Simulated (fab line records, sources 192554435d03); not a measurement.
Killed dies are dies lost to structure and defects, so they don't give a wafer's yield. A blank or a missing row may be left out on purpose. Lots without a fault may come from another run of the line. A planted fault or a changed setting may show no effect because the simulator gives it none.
Which tool did it? | flow n5_finfet | 12 lots, 36 wafers sampled, at 2 steps of a route of 1938

WHAT THE GAUGES READ, wafer by wafer
N5_BEOL_M11_CD_MEAS_11: target cd 64.1 nm.
lot  | measured     | on        | cd_nm (nm)
L076 | day 10 15:47 | cd_sem-01 | 63.7 63.4 64.2
L077 | day 11 05:46 | cd_sem-02 | 65.0 63.0 62.7
L079 | day 11 21:23 | cd_sem-01 | 63.8 65.0 63.9
L080 | day 12 02:01 | cd_sem-03 | 64.5 63.8 63.7
L083 | day 12 17:27 | cd_sem-02 | 63.1 63.9 64.8
L085 | day 13 03:37 | cd_sem-02 | 63.7 65.5 63.4
L087 | day 13 14:47 | cd_sem-01 | 64.1 63.8 64.9
L090 | day 14 08:53 | cd_sem-03 | 64.5 63.7 64.5
L092 | day 15 05:34 | cd_sem-02 | 63.2 63.5 63.7
L095 | day 15 14:16 | cd_sem-01 | 64.0 63.1 63.2
L094 | day 15 23:07 | cd_sem-03 | 64.9 63.7 65.0
L097 | day 16 13:37 | cd_sem-03 | 63.8 63.8 62.9

WHICH TOOL RAN EACH LOT (tool, then ch and the chambers of the sampled wafers, then the start)
lot  | N5_BEOL_M10_DEP_56
L076 | pecvd-02 ch 0,1, day 10 13:26
L077 | pecvd-02 ch 0,1,2, day 11 03:47
L079 | pecvd-03 ch 0,1,2, day 11 19:35
L080 | pecvd-02 ch 0,1,2, day 11 23:50
L083 | pecvd-01 ch 0,2, day 12 11:57
L085 | pecvd-01 ch 0,2, day 13 02:01
L087 | pecvd-02 ch 0,2, day 13 12:22
L090 | pecvd-01 ch 1,2, day 14 06:04
L092 | pecvd-03 ch 1,2, day 15 02:22
L095 | pecvd-01 ch 0,1, day 15 11:40
L094 | pecvd-01 ch 1,2, day 15 20:08
L097 | pecvd-01 ch 0,1,2, day 16 12:07
- N5_BEOL_M10_DEP_56: deposits SiCN from 3MS/NH3, target thk 15 nm, time 26.5 s.

THE ANSWER, worked out from the rows above alone
Rule: what is usual is taken from the lots themselves. Put in order of their means at a reading, lots are off if they are a third of the lots or fewer, leave a main group of 4 or more, and stand apart from it by a gap of 3 or more times the standard deviation of the main group's means; of several such gaps the widest counts. A main group whose means are all the same, to the digits that the tables above print for the reading, isn't used. A lot without any number at a reading at which 4 lots or more have one is off too. The other lots that the step has rows for count as sound.
No lot is off at any reading shown: from this, nothing can be told.

WHAT THE SIMULATOR HAD PUT IN
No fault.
